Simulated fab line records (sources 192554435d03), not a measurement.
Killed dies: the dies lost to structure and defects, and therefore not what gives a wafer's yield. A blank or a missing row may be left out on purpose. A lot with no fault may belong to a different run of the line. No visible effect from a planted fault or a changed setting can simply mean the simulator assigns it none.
Chamber matching ; flow n5 finfet ; rie diel-01 running N5_BEOL_M4_ETCH_69: 4 sister chambers
The step etches SiARC in CF4, target depth 15.6 nm, time 26 s. 8 wafers are shown with their chamber, then 10 later ones without.

== WAFERS, EACH WITH ITS CHAMBER ==
wafer;chamber;showerhead plenum p Torr (Torr);etch rf on time s (s)
L081.2;1;2.09;26.4
L084.2;2;2.19;26.5
L084.6;1;2.09;26.4
L087.1;3;2.27;25.6
L087.2;0;2.25;25.7
L087.5;0;2.25;25.7
L086.2;3;2.27;25.3
L086.3;2;2.18;26.5

== WAFERS WITHOUT THEIR CHAMBER ==
wafer;showerhead plenum p Torr (Torr);etch rf on time s (s)
L086.6;2.09;26.2
L090.1;2.25;25.6
L090.4;2.25;25.7
L090.5;2.27;25.5
L091.1;2.25;25.7
L091.4;2.25;25.5
L091.5;2.09;26.5
L097.2;2.24;25.5
L097.4;2.18;26.1
L097.5;2.18;26.0

== CHAMBER TAKEN BY EACH ==
wafer;from the rows above;in truth
L086.6;1;1
L090.1;0;0
L090.4;0;0
L090.5;3;3
L091.1;0;0
L091.4;0;0
L091.5;1;1
L097.2;0;0
L097.4;2;2
L097.5;2;2
Correct placement for 10 of the 10. Not placeable from these rows: 0. Placed wrongly: 0.
How it was worked out, from the rows above alone: a wafer's distance from a chamber is the root of the sum, over the readings, of the square of ((its reading less the chamber's mean) divided by the reading's scatter). If the next closest chamber is less than 2 further off than the closest, the wafer can't be placed; otherwise it belongs to the closest. Each chamber's mean is taken over the wafers shown for it. The scatter: take each reading less its chamber's mean, square it, sum over the shown wafers, divide by the number of wafers less the number of chambers, and take the root.
